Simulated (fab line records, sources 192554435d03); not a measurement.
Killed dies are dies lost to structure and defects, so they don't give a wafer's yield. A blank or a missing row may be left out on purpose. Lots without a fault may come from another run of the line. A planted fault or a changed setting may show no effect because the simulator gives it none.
Split-lot experiment | flow n5_finfet | 7 lots, 17 wafers read, on a route of 1938 steps

THE SPLIT
At N5_BEOL_M3_SPUTTER_81 (material Cu, target thk 4.5 nm, time 8.29 s), the setting time_s was moved away from the recipe's 8.29 s on 5 of the 17 wafers read, by -9.3% to +7.9%. The other wafers ran this setting at the recipe's value.

The reading is taken at the split's own step.

THE READING
Cu_of_BEOL_M3_SPUTTER_81.thk_nm (the simulator's own value, which no gauge read), in nm, at N5_BEOL_M3_SPUTTER_81 (material Cu, target thk 4.5 nm, time 8.29 s). The file gives no usual value for it. The 12 wafers here that ran the recipe average 4.5 nm, standard deviation 0.094 nm.

wafer  | tool, chamber at the split | time_s as run, s | against the recipe | Cu_of_BEOL_M3_SPUTTER_81.thk_nm, nm | against lot-mates on the recipe
L075.3 | pvd_sputter-01, -          | 7.973            | -3.8%              | 4.4                                 | +0.0
L075.5 | pvd_sputter-01, -          | 8.29             | recipe             | 4.4                                 | -
L074.1 | pvd_sputter-03, -          | 7.574            | -8.6%              | 4                                   | -0.6
L074.3 | pvd_sputter-03, -          | 8.29             | recipe             | 4.6                                 | -
L082.2 | pvd_sputter-01, -          | 8.29             | recipe             | 4.4                                 | -
L082.3 | pvd_sputter-01, -          | 8.29             | recipe             | 4.4                                 | -
L082.4 | pvd_sputter-01, -          | 8.29             | recipe             | 4.6                                 | -
L087.1 | pvd_sputter-01, -          | 8.29             | recipe             | 4.4                                 | -
L087.4 | pvd_sputter-01, -          | 8.29             | recipe             | 4.4                                 | -
L090.2 | pvd_sputter-01, -          | 8.944            | +7.9%              | 5                                   | +0.6
L090.3 | pvd_sputter-01, -          | 8.29             | recipe             | 4.4                                 | -
L090.4 | pvd_sputter-01, -          | 8.29             | recipe             | 4.4                                 | -
L094.3 | pvd_sputter-03, -          | 8.29             | recipe             | 4.4                                 | -
L094.4 | pvd_sputter-03, -          | 8.29             | recipe             | 4.6                                 | -
L094.5 | pvd_sputter-03, -          | 8.29             | recipe             | 4.6                                 | -
L097.1 | pvd_sputter-03, -          | 7.523            | -9.3%              | 4                                   | no lot-mate on the recipe
L097.4 | pvd_sputter-03, -          | 7.523            | -9.3%              | 4                                   | no lot-mate on the recipe

THE FIT
A straight line over all 17 wafers: Cu_of_BEOL_M3_SPUTTER_81.thk_nm changes by +0.0544 nm for each +1% of time_s; r = +0.93; the points scatter about the line by 0.095 nm.
The same after taking each lot's own level away (the mean of its wafers on the recipe; 15 wafers): +0.0661 nm for each +1%; r = +0.92; scatter 0.095 nm.
On that fit, the largest move of time_s shifts the reading by 0.61 nm.
The lots' own levels span 4.40 to 4.60 nm, that is 2.1 times the standard deviation above.
So the lot-to-lot level changes the slope: the two fits differ.
Check: with one of the wafers moved furthest among these (-8.6%) left out of the fit, the line predicts -0.495 nm for it against its lot-mates. It came out at -0.6 nm against them.

OTHER SPLITS ON THESE WAFERS
These wafers also went through other splits before the reading. Each is held against what the fit with the lots' levels taken away leaves over:
other split on the same wafers | wafers away from the commonest value | r with Cu_of_BEOL_M3_SPUTTER_81.thk_nm (lot level and that fit taken away)
N5_BEOL_M3_EXPOSE_08 dose_mj   | 4                                    | -0.20

THE FILE'S OWN FIT
Cu_of_BEOL_M3_SPUTTER_81.thk_nm changes by +0.0667 nm for each +1% of time_s, r = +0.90.
